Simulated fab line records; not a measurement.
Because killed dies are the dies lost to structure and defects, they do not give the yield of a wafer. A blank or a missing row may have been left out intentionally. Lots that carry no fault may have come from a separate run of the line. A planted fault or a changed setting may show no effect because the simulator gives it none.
Chamber matching || flow n5-finfet || N5_BEOL_M2_PECVD_72 on pecvd-03 has 3 sister chambers
The step deposits SiO2 from TEOS/O2, target thk 16 nm, time 18 s. 16 wafers are shown with their chamber, then 8 later ones without.

## WAFERS WITH THEIR CHAMBER
{"wafer": "L077.2", "chamber": 0, "throttle-valve-pct (%)": 21.8, "showerhead-plenum-p-Torr (Torr)": 8.80, "heater-power-w (W)": 769}
{"wafer": "L077.5", "chamber": 2, "throttle-valve-pct (%)": 21.2, "showerhead-plenum-p-Torr (Torr)": 8.79, "heater-power-w (W)": 812}
{"wafer": "L077.6", "chamber": 0, "throttle-valve-pct (%)": 21.9, "showerhead-plenum-p-Torr (Torr)": 8.84, "heater-power-w (W)": 751}
{"wafer": "L078.3", "chamber": 2, "throttle-valve-pct (%)": 21.6, "showerhead-plenum-p-Torr (Torr)": 8.78, "heater-power-w (W)": 822}
{"wafer": "L078.5", "chamber": 1, "throttle-valve-pct (%)": 24.0, "showerhead-plenum-p-Torr (Torr)": 8.90, "heater-power-w (W)": 586}
{"wafer": "L078.6", "chamber": 2, "throttle-valve-pct (%)": 21.5, "showerhead-plenum-p-Torr (Torr)": 8.76, "heater-power-w (W)": 829}
{"wafer": "L079.2", "chamber": 2, "throttle-valve-pct (%)": 21.5, "showerhead-plenum-p-Torr (Torr)": 8.77, "heater-power-w (W)": 768}
{"wafer": "L079.5", "chamber": 1, "throttle-valve-pct (%)": 23.8, "showerhead-plenum-p-Torr (Torr)": 8.90, "heater-power-w (W)": 676}
{"wafer": "L079.6", "chamber": 0, "throttle-valve-pct (%)": 21.7, "showerhead-plenum-p-Torr (Torr)": 8.83, "heater-power-w (W)": 665}
{"wafer": "L087.2", "chamber": 0, "throttle-valve-pct (%)": 21.9, "showerhead-plenum-p-Torr (Torr)": 8.81, "heater-power-w (W)": 734}
{"wafer": "L087.3", "chamber": 2, "throttle-valve-pct (%)": 21.4, "showerhead-plenum-p-Torr (Torr)": 8.77, "heater-power-w (W)": 760}
{"wafer": "L087.5", "chamber": 0, "throttle-valve-pct (%)": 21.9, "showerhead-plenum-p-Torr (Torr)": 8.84, "heater-power-w (W)": 732}
{"wafer": "L090.1", "chamber": 2, "throttle-valve-pct (%)": 21.9, "showerhead-plenum-p-Torr (Torr)": 8.77, "heater-power-w (W)": 755}
{"wafer": "L090.3", "chamber": 0, "throttle-valve-pct (%)": 22.0, "showerhead-plenum-p-Torr (Torr)": 8.84, "heater-power-w (W)": 691}
{"wafer": "L090.4", "chamber": 2, "throttle-valve-pct (%)": 21.7, "showerhead-plenum-p-Torr (Torr)": 8.75, "heater-power-w (W)": 745}
{"wafer": "L091.1", "chamber": 2, "throttle-valve-pct (%)": 21.7, "showerhead-plenum-p-Torr (Torr)": 8.76, "heater-power-w (W)": 788}

SIGNATURES (averages over the wafers above)
{"reading": "throttle-valve-pct", "chamber 0": 21.867, "chamber 1": 23.900, "chamber 2": 21.562, "scatter within a chamber": 0.174}
{"reading": "showerhead-plenum-p-Torr", "chamber 0": 8.8267, "chamber 1": 8.9000, "chamber 2": 8.7687, "scatter within a chamber": 0.0142}
{"reading": "heater-power-w", "chamber 0": 723.67, "chamber 1": 631.00, "chamber 2": 784.88, "scatter within a chamber": 38.2}
Rule: distance of a wafer from a chamber = root of the sum over the readings of ((wafer's reading minus chamber's mean) / reading's scatter) squared. The wafer belongs to the nearest chamber; if the next one is less than 2 further off, it can't be placed. The scatter is the square root of a quotient: the sum, over the shown wafers, of each reading's squared deviation from its chamber's mean, divided by wafers minus chambers.

## WAFERS WITH NO CHAMBER GIVEN
{"wafer": "L091.2", "throttle-valve-pct (%)": 22.0, "showerhead-plenum-p-Torr (Torr)": 8.79, "heater-power-w (W)": 755}
{"wafer": "L091.5", "throttle-valve-pct (%)": 24.1, "showerhead-plenum-p-Torr (Torr)": 8.91, "heater-power-w (W)": 576}
{"wafer": "L092.1", "throttle-valve-pct (%)": 21.8, "showerhead-plenum-p-Torr (Torr)": 8.83, "heater-power-w (W)": 702}
{"wafer": "L092.2", "throttle-valve-pct (%)": 23.9, "showerhead-plenum-p-Torr (Torr)": 8.89, "heater-power-w (W)": 597}
{"wafer": "L092.3", "throttle-valve-pct (%)": 21.4, "showerhead-plenum-p-Torr (Torr)": 8.79, "heater-power-w (W)": 803}
{"wafer": "L095.2", "throttle-valve-pct (%)": 21.8, "showerhead-plenum-p-Torr (Torr)": 8.85, "heater-power-w (W)": 727}
{"wafer": "L095.3", "throttle-valve-pct (%)": 21.7, "showerhead-plenum-p-Torr (Torr)": 8.77, "heater-power-w (W)": 795}
{"wafer": "L095.4", "throttle-valve-pct (%)": 23.9, "showerhead-plenum-p-Torr (Torr)": 8.90, "heater-power-w (W)": 596}

## THE CHAMBER EACH PASSED THROUGH
{"wafer": "L091.2", "from the rows above": "can't be placed: 0 or 2", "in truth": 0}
{"wafer": "L091.5", "from the rows above": 1, "in truth": 1}
{"wafer": "L092.1", "from the rows above": 0, "in truth": 0}
{"wafer": "L092.2", "from the rows above": 1, "in truth": 1}
{"wafer": "L092.3", "from the rows above": 2, "in truth": 2}
{"wafer": "L095.2", "from the rows above": 0, "in truth": 0}
{"wafer": "L095.3", "from the rows above": 2, "in truth": 2}
{"wafer": "L095.4", "from the rows above": 1, "in truth": 1}
Correct placement for 7 of the 8. These rows do not allow placing 1 (true chamber among the candidates in 1). Wrongly placed: 0.
